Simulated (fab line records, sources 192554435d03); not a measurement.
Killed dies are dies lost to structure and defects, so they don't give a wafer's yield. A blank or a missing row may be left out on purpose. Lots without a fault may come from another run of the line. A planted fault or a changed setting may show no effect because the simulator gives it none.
Chamber matching | flow n5_finfet | N5_STI_FIN_REVEAL_ALD_14 on ald_sin-01: 4 sister chambers
The step deposits Si3N4, target thk 3 nm. 16 wafers are shown with their chamber, then 8 later ones without.

WAFERS WITH THEIR CHAMBER
wafer  | chamber | heater_power_w (W) | heater_power_outer_w (W) | susceptor_temp_C (C)
L074.3 | 3       | 860                | 491                      | 399.66
L074.5 | 3       | 851                | 511                      | 400.11
L074.6 | 0       | 830                | 510                      | 399.84
L076.1 | 1       | 780                | 496                      | 399.85
L076.2 | 0       | 811                | 518                      | 400.15
L076.6 | 0       | 822                | 526                      | 400.36
L077.1 | 2       | 824                | 525                      | 399.82
L077.2 | 1       | 790                | 509                      | 400.11
L077.6 | 1       | 796                | 504                      | 400.16
L079.1 | 3       | 870                | 501                      | 399.90
L079.3 | 1       | 806                | 489                      | 399.85
L079.6 | 1       | 777                | 496                      | 400.35
L083.1 | 2       | 833                | 516                      | 399.90
L083.2 | 0       | 806                | 520                      | 400.28
L083.3 | 3       | 880                | 503                      | 399.63
L090.1 | 2       | 833                | 542                      | 399.97

SIGNATURES (means of the wafers above)
reading              | chamber 0 | chamber 1 | chamber 2 | chamber 3 | scatter within a chamber
heater_power_w       | 817.25    | 789.80    | 830.00    | 865.25    | 10.9
heater_power_outer_w | 518.50    | 498.80    | 527.67    | 501.50    | 8.78
susceptor_temp_C     | 400.1575  | 400.0640  | 399.8967  | 399.8250  | 0.205
Rule: a wafer's distance from a chamber is the root of the sum, over the readings, of the square of ((its reading less the chamber's mean) divided by the reading's scatter). The wafer belongs to the nearest chamber; if the next one is less than 2 further off, it can't be placed. The scatter: the root of (the sum of the squares of (reading less its chamber's mean) over the shown wafers, divided by (wafers less chambers)).

WAFERS WITHOUT THEIR CHAMBER
wafer  | heater_power_w (W) | heater_power_outer_w (W) | susceptor_temp_C (C)
L090.3 | 880                | 522                      | 400.11
L090.5 | 867                | 518                      | 400.12
L091.1 | 886                | 501                      | 400.15
L091.4 | 860                | 533                      | 399.92
L091.6 | 818                | 524                      | 399.83
L097.1 | 819                | 504                      | 400.36
L097.3 | 837                | 525                      | 400.32
L097.6 | 780                | 502                      | 400.41

WHICH CHAMBER EACH WENT THROUGH
wafer  | from the rows above          | in truth
L090.3 | can't be placed: 3 or 2      | 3
L090.5 | can't be placed: 3 or 2      | 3
L091.1 | 3                            | 3
L091.4 | can't be placed: 2 or 3 or 0 | 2
L091.6 | can't be placed: 2 or 0      | 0
L097.1 | can't be placed: 0 or 1 or 2 | 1
L097.3 | can't be placed: 0 or 2      | 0
L097.6 | 1                            | 1
Placed correctly: 2 of 8. Can't be placed from these rows: 6 (the true chamber is among the candidates in 6). Placed wrongly: 0.
